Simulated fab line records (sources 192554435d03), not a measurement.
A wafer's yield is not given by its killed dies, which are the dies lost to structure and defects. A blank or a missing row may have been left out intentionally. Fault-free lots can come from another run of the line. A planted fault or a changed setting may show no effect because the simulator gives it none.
Which of the tools did it?	flow n5-finfet	Sampling: 24 lots, 72 wafers, 4 of 1938 route steps

WHAT THE GAUGES SHOWED, per wafer
N5_BEOL_M7_OVL_MEAS_29.
lot	measured	on	V6_OVL (nm)
L074	day 8 22:00	overlay-01	-0.4 0.2 0.0
L075	day 9 07:28	overlay-02	-0.4 0.2 0.0
L076	day 9 18:36	overlay-02	0.5 1.4 0.6
L078	day 9 21:14	overlay-02	0.7 0.2 0.2
L077	day 9 21:40	overlay-02	-0.1 1.3 -0.2
L079	day 10 19:27	overlay-02	-0.4 -0.7 0.1
L080	day 10 20:23	overlay-02	1.2 0.5 0.7
L081	day 11 05:36	overlay-02	0.0 0.3 0.5
L083	day 11 10:38	overlay-02	-0.6 0.4 -0.2
L082	day 11 23:10	overlay-02	0.4 -0.3 -0.1
L085	day 12 14:19	overlay-02	-0.9 -0.4 -0.6
L086	day 12 18:44	overlay-01	1.2 0.6 0.7
L088	day 12 21:54	overlay-02	-0.3 -0.9 0.1
L089	day 12 22:06	overlay-02	1.0 0.7 0.5
L084	day 12 22:16	overlay-01	0.5 1.5 0.8
L087	day 12 22:26	overlay-02	-0.4 -0.8 0.6
L090	day 13 00:58	overlay-01	-0.3 0.5 1.0
L092	day 14 00:45	overlay-01	0.6 -0.1 -0.2
L091	day 14 00:56	overlay-02	0.3 -0.2 0.3
L093	day 14 10:34	overlay-02	0.0 0.1 0.2
L094	day 15 03:34	overlay-01	0.4 0.2 -0.1
L095	day 15 03:36	overlay-02	-0.4 -0.5 -0.6
L096	day 15 06:52	overlay-02	1.6 1.3 0.6
L097	day 15 10:47	overlay-01	0.1 0.8 0.5

N5_BEOL_M7_OCD_MEAS_38.
lot	measured	on	trench-depth-nm (nm)
L074	day 8 22:32	ocd-02	91.3 90.4 88.7
L075	day 9 07:59	ocd-01	90.4 94.4 93.3
L076	day 9 19:17	ocd-02	94.7 93.8 93.1
L078	day 9 21:46	ocd-02	87.9 90.9 88.1
L077	day 9 22:11	ocd-02	91.5 90.6 91.6
L079	day 10 19:58	ocd-02	91.1 91.0 91.8
L080	day 10 20:54	ocd-02	94.4 93.4 93.5
L081	day 11 06:29	ocd-01	89.5 91.7 89.3
L083	day 11 11:10	ocd-01	91.1 91.5 92.6
L082	day 11 23:56	ocd-02	92.2 92.9 92.0
L085	day 12 14:50	ocd-01	95.5 94.3 95.4
L086	day 12 19:46	ocd-02	95.2 95.5 95.6
L088	day 12 22:25	ocd-02	94.4 94.8 94.0
L089	day 12 22:37	ocd-02	91.2 91.8 90.9
L084	day 12 22:47	ocd-02	94.0 95.8 96.3
L087	day 12 22:58	ocd-02	93.9 94.9 97.5
L090	day 13 01:29	ocd-02	95.8 95.4 92.9
L092	day 14 01:26	ocd-02	95.2 93.5 96.5
L091	day 14 01:35	ocd-01	93.0 93.7 91.4
L093	day 14 11:05	ocd-01	91.5 90.0 91.2
L094	day 15 04:05	ocd-02	96.6 97.1 94.2
L095	day 15 04:07	ocd-01	91.0 92.7 92.0
L096	day 15 07:46	ocd-02	93.7 92.8 95.9
L097	day 15 11:24	ocd-02	93.5 94.4 94.9

N5_BEOL_M7_CD_MEAS_35 targets a cd of 40 nm.
lot	measured	on	cd-nm (nm)
L074	day 8 22:41	cd-sem-03	38.0 38.9 38.4
L075	day 9 08:08	cd-sem-02	41.0 40.3 40.9
L076	day 9 19:26	cd-sem-01	39.4 39.9 40.1
L078	day 9 21:55	cd-sem-01	39.8 41.7 39.5
L077	day 9 22:20	cd-sem-01	39.5 39.2 40.7
L079	day 10 20:07	cd-sem-02	39.9 39.0 39.8
L080	day 10 21:03	cd-sem-01	38.6 40.2 38.6
L081	day 11 06:38	cd-sem-01	39.5 40.2 40.4
L083	day 11 11:19	cd-sem-01	39.3 38.3 39.5
L082	day 12 00:05	cd-sem-03	39.1 38.9 38.1
L085	day 12 14:59	cd-sem-01	39.5 39.8 39.7
L086	day 12 19:55	cd-sem-01	39.4 39.4 38.7
L088	day 12 22:34	cd-sem-01	42.1 40.4 41.4
L089	day 12 22:46	cd-sem-02	39.4 40.9 39.9
L084	day 12 22:56	cd-sem-01	40.0 40.7 39.9
L087	day 12 23:07	cd-sem-03	40.1 38.3 39.8
L090	day 13 01:38	cd-sem-01	41.3 40.4 41.9
L092	day 14 01:35	cd-sem-01	37.8 39.9 39.0
L091	day 14 01:45	cd-sem-02	39.0 39.7 39.3
L093	day 14 11:20	cd-sem-01	40.2 39.6 39.3
L094	day 15 04:14	cd-sem-02	39.8 38.8 38.7
L095	day 15 04:16	cd-sem-01	39.8 39.7 38.7
L096	day 15 07:55	cd-sem-03	39.2 40.4 39.1
L097	day 15 11:34	cd-sem-03	39.7 40.8 39.4

WHICH TOOL RAN EACH LOT (tool, then ch and the chambers of the sampled wafers, then the start)
lot	N5_BEOL_M7_STRIP_36
L074	rie-diel-04 ch 1,2, day 8 22:20
L075	rie-diel-02 ch 0,2, day 9 07:47
L076	rie-diel-02 ch 1,2,3, day 9 19:05
L078	rie-diel-04 ch 0,1, day 9 21:34
L077	rie-diel-04 ch 0,3, day 9 21:59
L079	rie-diel-04 ch 0,2,3, day 10 19:46
L080	rie-diel-02 ch 1,3, day 10 20:42
L081	rie-diel-04 ch 0,1, day 11 06:17
L083	rie-diel-04 ch 0,2,3, day 11 10:58
L082	rie-diel-04 ch 2,3, day 11 23:44
L085	rie-diel-06 ch 0,2,3, day 12 14:38
L086	rie-diel-02 ch 1,2,3, day 12 19:34
L088	rie-diel-02 ch 2,3, day 12 22:13
L089	rie-diel-04 ch 0,2, day 12 22:25
L084	rie-diel-06 ch 0,1,3, day 12 22:35
L087	rie-diel-02 ch 0,2,3, day 12 22:46
L090	rie-diel-06 ch 1,2,3, day 13 01:17
L092	rie-diel-06 ch 0,3, day 14 01:14
L091	rie-diel-04 ch 2,3, day 14 01:23
L093	rie-diel-04 ch 0,1,2, day 14 10:53
L094	rie-diel-02 ch 0,2, day 15 03:53
L095	rie-diel-04 ch 0,1, day 15 03:55
L096	rie-diel-06 ch 1,2,3, day 15 07:34
L097	rie-diel-02 ch 2,3, day 15 11:13
- N5_BEOL_M7_STRIP_36: strips in N2/H2.

AS READ BY THE TOOLS THEMSELVES (means over the sampled wafers that have a number; for cases with no such wafer, the mark the record gives instead)
N5_BEOL_M7_STRIP_36.
lot	tool	drypump-motor-current-A (A)	oes-product-au (a.u.)	rf-vpp-V (V)	showerhead-plenum-p-Torr (Torr)	throttle-valve-pct (%)
L074	rie-diel-04	5.5	0.70	59.6	2.44	23.5
L075	rie-diel-02	5.5	0.85	58.9	2.49	23.6
L076	rie-diel-02	5.8	0.84	58.5	2.55	23.7
L078	rie-diel-04	5.2	0.72	58.4	2.49	23.9
L077	rie-diel-04	5.6	0.79	59.7	2.52	23.7
L079	rie-diel-04	5.6	0.74	60.3	2.50	23.6
L080	rie-diel-02	5.8	0.81	58.6	2.63	24.1
L081	rie-diel-04	5.2	0.71	58.1	2.48	23.8
L083	rie-diel-04	5.6	0.75	58.6	2.50	23.6
L082	rie-diel-04	5.6	0.70	59.4	2.47	23.4
L085	rie-diel-06	5.6	0.77	59.0	2.63	23.8
L086	rie-diel-02	5.8	0.80	60.2	2.54	23.7
L088	rie-diel-02	5.7	0.85	60.6	2.61	24.0
L089	rie-diel-04	5.7	0.78	58.6	2.44	23.6
L084	rie-diel-06	5.4	0.80	59.8	2.60	23.8
L087	rie-diel-02	5.4	0.89	57.9	2.55	23.8
L090	rie-diel-06	5.6	0.80	59.3	2.56	23.7
L092	rie-diel-06	5.5	0.76	59.7	2.67	23.9
L091	rie-diel-04	5.5	0.69	60.0	2.55	23.5
L093	rie-diel-04	5.4	0.81	60.5	2.45	23.5
L094	rie-diel-02	5.1	0.90	59.2	2.49	23.7
L095	rie-diel-04	5.4	0.83	59.2	2.47	23.7
L096	rie-diel-06	5.6	0.78	60.2	2.56	23.8
L097	rie-diel-02	5.8	0.83	57.7	2.53	23.6

THE ANSWER, worked out from the rows above alone
Rule: the lots themselves supply what counts as usual. The widest of any qualifying gaps counts: lots, ordered by their means at a reading, are off when they make up no more than a third of the lots, leave a main group of 4 or more, and stand apart from it by 3 or more times the standard deviation of that group's means. If all means in a main group match to the digits the tables above print for the reading, that group is not used. Also off: a lot with no number at a reading for which 4 or more lots have one. The other lots that the step has rows for count as sound. After the gauges, taken in route order, come the tools' own readings; for these a lot's mean is taken, as printed above. The first step at which some lot is off is used, and at that step the reading that is off furthest; a lot without a number counts as furthest.
No lot is off at any reading shown: from this, nothing can be told.

WHAT THE SIMULATOR HAD PUT IN
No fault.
